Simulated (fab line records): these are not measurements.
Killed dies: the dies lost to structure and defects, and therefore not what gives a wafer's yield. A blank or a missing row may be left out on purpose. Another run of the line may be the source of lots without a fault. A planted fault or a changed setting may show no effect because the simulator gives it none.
Chamber matching	flow n5Finfet	N5_BEOL_M6_CURE_74 on uvCure-02 has 3 sister chambers
The step cures SiCOH lowk, time 240 s. 16 wafers are shown with their chamber, then 8 later ones without.

## WAFERS PAIRED WITH THEIR CHAMBERS
wafer	chamber	wafer_temp_C_max	lampPowerPct (%)
L075.1	2	386.7	52.28
L075.4	2	386.6	52.34
L075.6	2	387.1	52.45
L078.1	2	387.3	52.29
L078.2	2	386.5	52.39
L078.3	2	386.8	52.41
L080.2	2	387.5	52.26
L080.3	2	387.1	52.29
L080.6	2	387.3	52.40
L083.1	0	387.1	52.33
L083.5	0	387.5	52.29
L083.6	0	386.7	52.42
L090.1	0	386.9	52.34
L090.4	0	386.8	52.32
L090.5	0	386.4	52.37
L092.1	1	386.1	52.34

SIGNATURES, as means of the wafers listed above
reading	chamber 0	chamber 1	chamber 2	scatter within a chamber
wafer_temp_C_max	386.900	386.100	386.989	0.36
lampPowerPct	52.3450	52.3400	52.3456	0.0607
Rule: for a wafer and a chamber, the distance is found by dividing, reading by reading, the gap between the wafer's reading and the chamber's mean by the reading's scatter, squaring, summing and taking the root. If the next closest chamber is less than 2 further off than the closest, the wafer can't be placed; otherwise it belongs to the closest. The scatter: the root of (the sum of the squares of (reading less its chamber's mean) over the shown wafers, divided by (wafers less chambers)).

## WAFERS WITH NO CHAMBER GIVEN
wafer	wafer_temp_C_max	lampPowerPct (%)
L092.2	386.6	52.34
L092.5	386.7	52.21
L095.1	386.3	52.27
L095.4	386.1	52.27
L095.6	386.1	52.38
L096.3	387.2	52.41
L096.5	387.1	52.33
L096.6	387.2	52.32

## THE CHAMBER EACH PASSED THROUGH
wafer	from the rows above	in truth
L092.2	can't be placed: 0 or 2 or 1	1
L092.5	can't be placed: 0 or 2 or 1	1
L095.1	can't be placed: 1 or 0 or 2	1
L095.4	can't be placed: 1 or 0 or 2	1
L095.6	can't be placed: 1 or 0 or 2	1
L096.3	can't be placed: 2 or 0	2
L096.5	can't be placed: 2 or 0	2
L096.6	can't be placed: 2 or 0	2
Correctly placed: 0 of 8. Not placeable from these rows: 8 (in 8, the candidates include the true chamber). Number placed wrongly: 0.
